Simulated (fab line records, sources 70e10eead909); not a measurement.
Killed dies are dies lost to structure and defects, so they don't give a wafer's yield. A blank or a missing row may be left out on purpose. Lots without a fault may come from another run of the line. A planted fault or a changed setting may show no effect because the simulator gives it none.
fab line records | flow nand_harc
record lots=6 wafers=18 last_day=33
route steps=1302 shown P_GATE@187
lots that met no fault: from a run of the same line without faults
start_h: hours from the record's first day to the start of the lot's first wafer shown | wait_h: hours since the lot's step before | " the same as in the row above | L1.1+2: a row that stands for several wafers | - no value, or no start given | * or withheld: withheld | < > ~ a bound
route shown NAME@n: a module of which the file shows steps, and the number in the route of the first | usual: mean/standard deviation of fault-free wafers | same: alike in all rows | chamber/n: place in a boat | sites: the reading at each site | _std_site: their standard deviation | _edge_site: outer sites' mean less inner sites' | radius_mm: how far each site lies from the wafer's centre | mask NAME#n: copy n | behind: the tool/chamber that last shaped the wafer | hold: why the lot was held/for how many hours/how that ended | device: the transistor (n, p or np) that didn't switch | end of line: the same wafers' tests at the end of the route | a step without rows: its recipe alone | killed: dies lost to structure and defects at the first sort, not the wafer's yield | map: a wafer's dies, x killed, . not, _ none there
set.NAME: the setting as run; set.NAME@STEP: as run at that earlier step | model.NAME: the simulator's own value behind a step, which no gauge read
lots at some steps of the route; a table a step, a row a wafer
services: from which hour (start_h, from the record's first day; less than 0 if before it) a tool's chamber was out of use, for how many hours, and why
## steps
# step NHARC_P_GATE_DESCUM_61
# recipe time_s=3 o2_flow_sccm=200 ar_flow_sccm=0 bias_power_w=0 chemistry=O2
# usual drypump_motor_current_A=5.8/0.34 o2_flow_sccm=200.0/0.66 oes_product_au=1.002/0.011 rf_vpp_V=57.6/0.82 showerhead_plenum_p_Torr=1.86/0.069 throttle_valve_pct=11.311/0.0093
# columns lot.wafer tool chamber start_h wait_h drypump_motor_current_A o2_flow_sccm oes_product_au rf_hours_counter_h rf_vpp_V showerhead_plenum_p_Torr throttle_valve_pct
L677.4 rie_diel-10 0 190.96 - 5.9 198.8 1.025 9.2 58.1 1.88 11.309
L677.2 " 1 " " 6.5 200.8 1.001 6.6 57.3 1.78 11.326
L677.5 " 2 " " 6.0 199.8 1.004 - 57.3 1.79 11.321
L678.1 rie_diel-07 0 209.63 - 6.3 198.9 0.982 2.4 57.3 1.96 11.320
L678.5 " 2 " " 5.6 199.8 1.003 - 57.4 1.90 11.306
L678.6 " 3 " " 5.4 200.5 1.003 - 56.4 1.93 11.309
L684.4 rie_diel-08 3 258.18 - 5.3 199.2 1.020 2.7 54.9 1.79 11.310
L684.3 " 0 " " 5.9 199.9 1.023 2.7 58.0 1.81 11.312
L684.1 " 1 " " 5.5 201.1 1.022 2.6 57.3 1.94 11.316
L688.3 rie_diel-10 3 297.58 - 6.0 200.2 0.999 2.6 56.8 1.79 11.308
L688.1 " 1 " " 6.5 199.7 0.983 2.9 56.8 1.78 11.299
L688.5 " 2 " " 6.0 201.0 1.020 - 57.4 1.78 11.334
L691.4 rie_diel-07 2 342.20 - 5.6 201.0 1.000 1.7 56.9 1.90 11.312
L691.2 " 3 " " 5.3 199.7 1.004 1.8 57.3 1.93 11.315
L691.5 " 1 " " 6.0 198.8 0.998 - 58.2 1.90 11.313
L692.4 rie_diel-08 3 344.74 - 5.3 200.3 1.009 7.8 58.1 1.78 11.321
L692.5 " 0 " " 5.9 200.7 1.019 - 57.4 1.80 11.289
L692.6 " 1 " " 5.4 200.8 0.996 - 57.9 1.94 11.313
# step NHARC_P_GATE_IMPLANT_62
# recipe energy_kev=20 dose_cm2=3e+15 tilt_deg=7
# step NHARC_P_GATE_STRIP_112
# recipe power_w=1500 temp_c=110 time_s=200 chemistry=N2/H2
# usual drypump_motor_current_A=6.0/0.37 heater_power_w=94/8.4
# columns lot.wafer tool chamber start_h wait_h drypump_motor_current_A heater_power_w rf_hours_counter_h
L677.2 plasma_asher-01 0 191.35 0.2 6.0 89 4
L677.4 " 0 " " 6.0 88 -
L677.5 " 0 " " 6.0 90 -
L678.1 plasma_asher-02 0 209.97 0.2 5.7 103 27
L678.6 " 0 " " 5.7 103 -
L678.5 " 1 " " 6.5 82 -
L684.1 plasma_asher-02 1 258.58 0.2 6.5 88 0
L684.4 " 0 " " 5.6 108 -
L684.3 " 1 " " 6.5 90 -
L688.1 plasma_asher-01 0 298.00 0.2 6.0 86 27
L688.3 " 0 " " 6.0 87 -
L688.5 " 0 " " 6.0 90 -
L691.2 plasma_asher-02 1 342.56 0.2 6.5 88 16
L691.4 " 0 " " 5.6 103 -
L691.5 " 0 " " 5.6 107 -
L692.4 plasma_asher-02 0 345.76 0.8 5.6 107 -
L692.6 " 0 " " 5.6 105 -
L692.5 " 1 " " 6.5 90 -
# step NHARC_P_GATE_STRIP_76
# recipe power_w=1500 temp_c=250 chemistry=O2
# usual drypump_motor_current_A=6.0/0.37 heater_power_w=351/32
# columns lot.wafer tool chamber start_h wait_h drypump_motor_current_A heater_power_w rf_hours_counter_h
L677.2 plasma_asher-01 0 191.57 0.2 6.1 325 4
L677.4 " 0 " " 6.0 329 -
L677.5 " 0 " " 6.0 330 -
L678.1 plasma_asher-02 0 210.23 0.2 5.7 388 27
L678.6 " 0 " " 5.6 379 -
L678.5 " 1 " " 6.5 314 -
L684.1 plasma_asher-02 1 258.81 0.2 6.6 331 0
L684.4 " 0 " " 5.6 404 -
L684.3 " 1 " " 6.5 336 -
L688.1 plasma_asher-01 0 298.23 0.2 6.1 336 27
L688.3 " 0 " " 6.1 322 -
L688.5 " 0 " " 6.0 342 -
L691.2 plasma_asher-02 1 342.82 0.2 6.5 324 16
L691.4 " 0 " " 5.7 412 -
L691.5 " 0 " " 5.7 404 -
L692.4 plasma_asher-02 0 345.95 0.2 5.6 392 -
L692.6 " 0 " " 5.6 407 -
L692.5 " 1 " " 6.5 336 -
# step NHARC_P_GATE_STRIP_63
# recipe time_s=900 temp_c=130 chemistry=SPM
# step NHARC_P_GATE_DEHYDRATE_83
# recipe temp_c=150 time_s=120
# step NHARC_P_GATE_HMDS_84
# recipe time_s=30
# step NHARC_P_GATE_COAT_85
# recipe spin_rpm=3000
# step NHARC_P_GATE_SOFTBAKE_86
# recipe temp_c=122 time_s=95
# step NHARC_P_GATE_EBR_87
# step NHARC_P_GATE_EXPOSE_88
# recipe na=0.6 target_cd_nm=2000 dose_mj=11.87 mask_id=P_HVN
# step NHARC_P_GATE_PEB_89
# recipe peb_temp_c=118 peb_time_s=85
# step NHARC_P_GATE_DEVELOP_90
# recipe time_s=70
# usual chill_plate_temp_C=22.99/0.099 exhaust_pa=44.8/0.88
# columns lot.wafer tool chamber start_h wait_h chill_plate_temp_C exhaust_pa
L677.2 litho_track-05 - 192 - - -
L677.4 " - " " - -
L677.5 " - " " - -
L678.1 litho_track-03 - 211 - - -
L678.5 " - " " - -
L678.6 " - " " - -
L684.1 litho_track-05 0 259 - 23.10 43.8
L684.3 " 0 " " 23.11 45.8
L684.4 " 0 " " 22.90 44.4
L688.1 litho_track-02 0 299 - 22.85 43.8
L688.3 " 0 " " 22.88 44.6
L688.5 " 0 " " 22.96 44.4
L691.2 litho_track-03 0 343 - 23.13 43.5
L691.4 " 0 " " 23.06 47.1
L691.5 " 0 " " 23.14 44.2
L692.4 litho_track-03 0 346 - 22.91 44.6
L692.5 " 0 " " 22.94 44.2
L692.6 " 0 " " 22.97 43.7
# step NHARC_P_GATE_CD_MEAS_91
# recipe target_cd_nm=2000 landing_energy_ev=500
# usual cd_nm=1999.0/2.2
# columns lot.wafer tool chamber start_h wait_h cd_nm
L677.2 cd_sem-03 0 192.48 - 1997.3
L677.4 " 0 " " 1995.7
L677.5 " 0 " " 1998.7
L678.1 cd_sem-01 0 211.15 - 2001.6
L678.5 " 0 " " 1997.5
L678.6 " 0 " " 1999.4
L684.1 cd_sem-02 0 259.59 - 1998.5
L684.3 " 0 " " 1999.5
L684.4 " 0 " " 1997.9
L688.1 cd_sem-01 0 299.17 - 1999.7
L688.3 " 0 " " 2000.4
L688.5 " 0 " " 2000.3
L691.2 cd_sem-02 0 343.74 - 2000.3
L691.4 " 0 " " 1997.1
L691.5 " 0 " " 2001.2
L692.4 cd_sem-01 0 346.73 - 2000.4
L692.5 " 0 " " 1997.8
L692.6 " 0 " " 1997.5
## services
# columns tool chamber start_h hours kind
plasma_asher-01 0 174.00 - clean
plasma_asher-01 1 174.00 - clean
plasma_asher-01 - 175.65 0.8 repair
rie_diel-08 - 190.80 9.0 pm
rie_diel-07 1 215.89 7.1 repair
litho_track-02 - 227.00 7.0 pm
litho_track-03 - 232.56 - consumable_replace:filter
rie_diel-10 - 242.50 9.0 pm
plasma_asher-02 - 249.00 9.0 pm
plasma_asher-02 0 249.00 9.0 vent_cycle
plasma_asher-02 1 249.00 9.0 vent_cycle
plasma_asher-02 0 258.00 - clean
plasma_asher-02 1 258.00 - clean
rie_diel-08 - 262.65 0.3 repair
litho_track-03 - 275.00 7.0 pm
rie_diel-10 - 276.55 0.3 repair
rie_diel-10 0 281.81 17.0 repair
rie_diel-07 - 294.20 9.0 pm
litho_track-05 - 299.01 7.0 pm
rie_diel-08 2 324.83 2.6 repair
plasma_asher-01 - 342.00 9.0 pm
plasma_asher-01 0 342.00 9.0 vent_cycle
plasma_asher-01 1 342.00 9.0 vent_cycle
rie_diel-07 1 343.06 8.8 repair
## key
first_sign step=NHARC_P_GATE_DEVELOP_90 reading=tool_record direction=missing
effect none on later readings
met_at NHARC_P_GATE_DEVELOP_90
struck_wafers L677.2,L677.4,L677.5,L678.1,L678.5,L678.6
sort_left_out L677.2,L677.4,L677.5,L678.1,L678.5,L678.6
tester_left_out L677,L678
fault kind=skipped_step_whole tool=litho_track-03,litho_track-05 chamber=- onset_h=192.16 steps=NHARC_P_GATE_DEVELOP_90 scope=struck_lots_only
# tester_left_out: of these lots the tester's yield and bins aren't shown, on N5 and GAA mostly nor the transistor test; their killed dies are dies lost to structure and defects alone, not to doping, threshold or leakage, so they don't give the yield
# sort_left_out: the simulated sort isn't trusted on such a fault, so these wafers' sort isn't shown, and their yield isn't known
